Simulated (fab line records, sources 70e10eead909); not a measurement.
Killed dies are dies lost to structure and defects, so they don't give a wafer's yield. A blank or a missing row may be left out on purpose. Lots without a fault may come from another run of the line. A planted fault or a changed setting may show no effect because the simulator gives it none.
A struck lot beside a sound one | flow nand_harc | 14 steps out of a route of 1159
Sound: wafers L280.3, L280.4, L280.5. Struck: wafers L292.1, L292.2, L292.4. The cause comes at the end.
At each step with rows: each side's tool, then ch and its chambers, then its first start. Under that, the readings that differ: sound wafers | struck wafers | difference of the means | sigmas: that difference in standard deviations of wafers without a fault.
alike: readings whose means differ by less than 2 such deviations, and words and numbers that are the same on both sides. not compared: withheld readings, readings that some wafer has no value for, bounds like >300 that may hide the same value, and numbers for which the record gives no deviation and whose values overlap.
The two part at a step that has a row with sigmas, a row that says differs or no value, or rows on one side only. Numbers that don't overlap but have no deviation are shown without sigmas and don't part them. A reading that every wafer of one side lacks parts them only if that side has two wafers or more.

first, 1 step without rows for these wafers: NHARC_A_SGD_CUT_ETCH_26 (etches SiO2 in dHF, target depth 45.8 nm).
NHARC_A_SGD_CUT_ETCHBACK_24: etches the open film in CH3F/O2, target depth 50 nm, time 92.857 s.
  sound on rie_diel-05 ch 1,2,3, day 14 17:02; struck on rie_diel-07 ch 0,1,2, day 18 09:40
  alike: drypump_motor_current_A, oes_product_au, rf_vpp_V, showerhead_plenum_p_Torr, throttle_valve_pct
  not compared: rf_hours_counter_h
NHARC_A_SGD_CUT_STRIP_28: strips in O2, time 20 s.
  sound on rie_diel-05 ch 1,3; struck on rie_diel-07 ch 0,2,3
  alike: drypump_motor_current_A, oes_product_au, rf_vpp_V, showerhead_plenum_p_Torr, throttle_valve_pct
  not compared: rf_hours_counter_h
NHARC_A_SGD_CUT_INSPECT_25:
  sound on defect_inspect-01, day 14 17:16; struck on defect_inspect-01, day 18 09:55
  alike: raw_defect_count
NHARC_A_SLIT_DEP_25: deposits SiO2, target thk 200 nm.
  sound on pecvd-03 ch 0,1,2, day 14 17:22; struck on pecvd-02 ch 0,2, day 18 09:58
  alike: heater_power_w, throttle_valve_pct
  not compared: since_wet_clean_h
NHARC_A_SLIT_DEP_00: deposits aC, target thk 3200 nm.
  sound on acl_dep-02 ch 0, day 14 18:20; struck on acl_dep-02 ch 0, day 18 13:39
  alike: throttle_valve_pct
NHARC_A_SLIT_DEP_23: deposits SiON, target thk 100 nm.
  sound on pecvd-04 ch 1,2, day 14 19:42; struck on pecvd-04 ch 0,1,2, day 18 15:40
  alike: heater_power_w
  not compared: since_wet_clean_h
then, 5 steps without rows for these wafers: NHARC_A_SLIT_DEHYDRATE_01 (time 120 s); NHARC_A_SLIT_HMDS_02 (time 30 s); NHARC_A_SLIT_COAT_03 (resist thk 90 nm); NHARC_A_SLIT_SOFTBAKE_04 (time 55 s); NHARC_A_SLIT_EBR_05.
NHARC_A_SLIT_EXPOSE_06: exposes mask SLIT.
  sound on arfi_scanner-03 ch 0, day 14 20:14; struck on arfi_scanner-02, day 18 16:12
  no value came back on the struck wafers for exposure_dose_mJ_cm2, focus_offset_nm (nm), stage_vel_mm_s (mm/s); on the sound wafers exposure_dose_mJ_cm2 reads 60.77 60.76 60.83
  alike: mask
then, 1 step without rows for these wafers: NHARC_A_SLIT_PEB_07 (peb time 65 s).

WHERE THEY PART
Only at NHARC_A_SLIT_EXPOSE_06, within this record.

WHY: what the simulator had put in
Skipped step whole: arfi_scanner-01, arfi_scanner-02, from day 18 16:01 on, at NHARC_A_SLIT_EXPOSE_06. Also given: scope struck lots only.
